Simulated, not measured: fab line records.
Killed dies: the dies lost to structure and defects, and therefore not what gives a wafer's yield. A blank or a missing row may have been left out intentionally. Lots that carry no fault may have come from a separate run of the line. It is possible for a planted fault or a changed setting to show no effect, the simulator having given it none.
What tool caused it? -- flow n5Finfet -- Sampling: 9 lots, 27 wafers, 6 of 1938 route steps

WHAT EACH GAUGE READ, for each wafer
N5_SDB_INSPECT_13: inspects for defects (brightfield). Usual: 70 for rawDefectCount, sd 31.
lot,measured,on,rawDefectCount,flag
L951,day 4 18:05,defectInspect-02,108 40 84,
L952,day 4 22:25,defectInspect-02,97 112 66,
L953,day 5 03:38,defectInspect-01,124 94 94,
L954,day 5 11:59,defectInspect-02,115 116 188,
L961,day 7 04:17,defectInspect-02,62 92 76,
L962,day 7 11:26,defectInspect-01,81 66 81,
L965,day 8 06:50,defectInspect-02,90 56 46,
L969,day 9 08:03,defectInspect-01,37 48 59,
L970,day 9 10:56,defectInspect-01,68 89 50,

N5_HKMG_FIN_INSPECT_14: inspects for defects (macro). Usual: 2.0 for rawDefectCount, sd 1.3.
lot,measured,on,rawDefectCount,flag
L951,day 5 04:02,defectInspect-02,3 3 1,
L952,day 5 07:20,defectInspect-01,18 13 25,OFF
L953,day 5 13:34,defectInspect-02,22 20 23,OFF
L954,day 5 21:19,defectInspect-01,4 1 1,
L961,day 7 13:31,defectInspect-02,4 1 0,
L962,day 7 20:49,defectInspect-01,3 2 2,
L965,day 8 16:23,defectInspect-01,3 1 2,
L969,day 9 17:25,defectInspect-02,1 1 1,
L970,day 9 19:52,defectInspect-01,4 1 2,

N5_BEOL_M4_RC_MEAS_101. Usual: DIBL_N 36.8 mV/V, standard deviation 2.2; DIBL_P 37.1 mV/V, standard deviation 2.8; IOFF_N 0.17 nA/um, standard deviation 0.04; IOFF_P 0.22 nA/um, standard deviation 0.049; ION_N 672 uA/um, standard deviation 16; ION_P 460 uA/um, standard deviation 9.2; SS_N 71.6 mV/dec, standard deviation 0.69; SS_P 73.5 mV/dec, standard deviation 0.78; VT_N 249 mV, standard deviation 3.6; VT_P -250 mV, standard deviation 3.9.
lot,measured,on,DIBL_N (mV/V),DIBL_P (mV/V),IOFF_N (nA/um),IOFF_P (nA/um),ION_N (uA/um),ION_P (uA/um),SS_N (mV/dec),SS_P (mV/dec),VT_N (mV),VT_P (mV),flag
L951,day 8 11:29,prober-01,38.7 37.9 39.3,39.2 38.7 41.2,0.19 0.18 0.21,0.25 0.24 0.31,684 680 684,468 468 468,71.9 72.0 72.5,74.3 73.4 74.8,246 245 245,-246 -248 -247,
L954,day 9 15:49,prober-02,39.7 41.1 41.0,40.3 40.2 41.1,0.22 0.22 0.23,0.27 0.25 0.27,696 664 691,471 456 469,72.1 71.5 72.2,74.9 73.9 74.3,244 246 244,-250 -250 -247,
L961,day 11 14:58,prober-01,37.3 34.7 36.9,36.9 34.5 37.7,0.17 0.13 0.17,0.24 0.22 0.27,691 666 687,473 471 484,71.6 71.1 71.4,73.0 72.8 72.6,249 249 248,-243 -247 -244,
L962,day 11 03:20,prober-01,38.5 36.3 38.6,37.9 34.9 39.1,0.19 0.14 0.19,0.23 0.18 0.26,677 656 683,463 455 467,71.9 71.9 71.8,73.2 72.3 73.4,249 252 246,-249 -253 -248,
L965,day 12 16:10,prober-02,34.0 36.2 34.6,33.7 35.2 33.4,0.13 0.15 0.14,0.19 0.20 0.17,664 652 659,458 452 455,70.4 71.9 71.2,73.1 73.1 73.2,252 252 250,-252 -254 -253,
L969,day 13 15:09,prober-02,34.2 34.4 36.8,34.1 35.3 37.6,0.13 0.13 0.17,0.16 0.18 0.21,643 671 685,441 459 456,72.1 71.4 72.5,72.9 73.7 74.1,254 253 248,-256 -255 -252,
L970,day 13 16:32,prober-01,37.5 37.0 37.4,38.1 37.6 38.8,0.20 0.18 0.21,0.27 0.27 0.29,678 678 691,460 468 465,72.5 71.6 72.0,73.3 73.6 72.6,244 248 245,-244 -244 -242,

TOOL THAT RAN EACH LOT (tool first, then ch and the chambers of the sampled wafers, then the start)
lot,N5_DUMMY_REMOVAL_HM_STRIP_01,N5_HKMG_FIN_STRIP_57,N5_HKMG_FIN_ALD_36
L951,"rieDiel-02 ch 1,2,3, day 4 23:03","rieDiel-05 ch 0,1,2, day 5 00:55","aldMetal-02 ch 0,1, day 5 02:50"
L952,"rieDiel-03 ch 0,1, day 5 02:20","rieDiel-05 ch 1,2, day 5 04:24","aldMetal-01 ch 0,2,3, day 5 06:15"
L953,"rieDiel-06 ch 1,3, day 5 08:06","rieDiel-05 ch 1,3, day 5 10:37","aldMetal-01 ch 0,2,3, day 5 12:29"
L954,"rieDiel-03 ch 0,1,2, day 5 16:01","rieDiel-05 ch 0,1,2, day 5 18:14","aldMetal-03 ch 1,2, day 5 20:05"
L961,"rieDiel-06 ch 1,3, day 7 08:22","rieDiel-04 ch 2,3, day 7 10:20","aldMetal-03 ch 1,3, day 7 12:19"
L962,"rieDiel-02 ch 0,3, day 7 15:49","rieDiel-01 ch 0,1, day 7 17:46","aldMetal-02 ch 0,1,3, day 7 19:36"
L965,"rieDiel-03 ch 1,2,3, day 8 11:22","rieDiel-04 ch 1,2,3, day 8 13:20","aldMetal-03 ch 0,1, day 8 15:10"
L969,"rieDiel-02 ch 2,3, day 9 12:05","rieDiel-01 ch 1,2, day 9 14:14","aldMetal-01 ch 0,3, day 9 16:13"
L970,"rieDiel-06 ch 0,1,3, day 9 14:56","rieDiel-01 ch 0,1,2, day 9 16:55","aldMetal-01 ch 2,3, day 9 18:47"
- N5_DUMMY_REMOVAL_HM_STRIP_01: strips SiNx in CH3F/O2, stops on poly-Si, target depth 4 nm, time 6.8 s.
- N5_HKMG_FIN_STRIP_57: strips in CF4.
- N5_HKMG_FIN_ALD_36: deposits TiN, target thk 1 nm, pulse time 1 s, purge time 3 s.

WHAT THE TOOLS THEMSELVES READ (means of the sampled wafers that have a number; where no wafer has one, the mark that the record gives instead)
N5_DUMMY_REMOVAL_HM_STRIP_01. Usual: CH3F_flow_sccm 30.00 sccm, standard deviation 0.095; O2_flow_sccm 19.99 sccm, standard deviation 0.056; drypumpMotorCurrentA 5.93 A, standard deviation 0.26; oesProductAu 0.63 a.u., standard deviation 0.059; rfVppV 127.4 V, standard deviation 0.92; showerheadPlenumPTorr 2.01 Torr, standard deviation 0.051; throttleValvePct 16.30 %, standard deviation 0.23.
lot,tool,CH3F_flow_sccm (sccm),O2_flow_sccm (sccm),drypumpMotorCurrentA (A),oesProductAu (a.u.),rfVppV (V),showerheadPlenumPTorr (Torr),throttleValvePct (%),flag
L951,rieDiel-02,30.01,19.98,6.02,0.63,128.2,2.04,16.16,
L952,rieDiel-03,29.95,19.98,5.56,0.60,126.6,1.97,16.59,
L953,rieDiel-06,29.89,20.00,6.02,0.63,127.4,2.02,16.45,
L954,rieDiel-03,29.98,20.00,5.76,0.62,127.2,1.98,16.45,
L961,rieDiel-06,30.07,19.99,6.02,0.62,127.9,2.01,16.48,
L962,rieDiel-02,30.00,19.97,5.94,0.76,127.0,1.96,16.01,
L965,rieDiel-03,30.01,19.97,5.78,0.60,127.9,2.02,16.41,
L969,rieDiel-02,29.96,19.97,6.00,0.64,127.0,2.00,16.16,
L970,rieDiel-06,30.00,19.98,6.02,0.61,127.4,2.03,16.39,

N5_HKMG_FIN_STRIP_57. Usual: biasPowerW is 75.00 W with standard deviation 0.22, cf4FlowSccm is 149.9 sccm with standard deviation 0.41, drypumpMotorCurrentA is 5.3 A with standard deviation 0.57, oesProductAu is 0.75 a.u. with standard deviation 0.081, rfVppV is 270.7 V with standard deviation 1.5, showerheadPlenumPTorr is 1.78 Torr with standard deviation 0.056, and throttleValvePct is 13.60 % with standard deviation 0.26.
lot,tool,biasPowerW (W),cf4FlowSccm (sccm),drypumpMotorCurrentA (A),oesProductAu (a.u.),rfVppV (V),showerheadPlenumPTorr (Torr),throttleValvePct (%),flag
L951,rieDiel-05,75.34,149.9,5.8,0.77,271.3,1.77,13.43,
L952,rieDiel-05,-,-,-,-,-,-,-,OFF
L953,rieDiel-05,-,-,-,-,-,-,-,OFF
L954,rieDiel-05,74.91,150.3,5.9,0.76,270.5,1.77,13.44,
L961,rieDiel-04,74.83,149.7,5.0,0.71,271.3,1.82,13.75,
L962,rieDiel-01,75.18,149.7,4.8,0.88,271.5,1.80,13.47,
L965,rieDiel-04,74.86,149.5,5.2,0.79,271.9,1.83,13.52,
L969,rieDiel-01,75.20,150.1,5.8,0.69,271.0,1.78,13.78,
L970,rieDiel-01,75.04,149.7,5.3,0.76,271.6,1.79,13.65,

N5_HKMG_FIN_ALD_36. Usual: heaterPowerOuterW 560 W, standard deviation 42; heaterPowerW 934 W, standard deviation 77; precursorPulseHeightRel 0.999, standard deviation 0.02.
lot,tool,heaterPowerOuterW (W),heaterPowerW (W),precursorPulseHeightRel,flag
L951,aldMetal-02,530,909,0.996,
L952,aldMetal-01,578,947,0.995,
L953,aldMetal-01,571,937,1.012,
L954,aldMetal-03,504,812,1.006,
L961,aldMetal-03,553,959,1.005,
L962,aldMetal-02,526,871,1.014,
L965,aldMetal-03,523,879,0.978,
L969,aldMetal-01,580,956,0.984,
L970,aldMetal-01,553,905,1.000,

THE ANSWER, worked out from the rows above alone
Rule: lot off if the mean of its wafers having a number is beyond 3 standard deviations from the usual mean. A lot without any number at a reading at which 4 lots or more have one is off too. Where the step has rows for the other lots, those lots are counted as sound. Order of review: gauges by route order, followed by the tools' own readings, for which a lot's mean as printed above is used. At the first step where some lot is off, the reading lying furthest off is the one used; lots without a number count as furthest.
Off at N5_HKMG_FIN_INSPECT_14 (rawDefectCount): L952, L953.
If a tool, at a process step before that reading, ran all the lots that are off and no sound lot after the first of them, it fits. Not tried: the gauges at N5_HKMG_FIN_INSPECT_14; whatever is off there is also off at N5_HKMG_FIN_STRIP_57, on other tools, and gauge error can't account for it. Not one of the candidates tried fits.

WHAT WAS PUT IN BY THE SIMULATOR
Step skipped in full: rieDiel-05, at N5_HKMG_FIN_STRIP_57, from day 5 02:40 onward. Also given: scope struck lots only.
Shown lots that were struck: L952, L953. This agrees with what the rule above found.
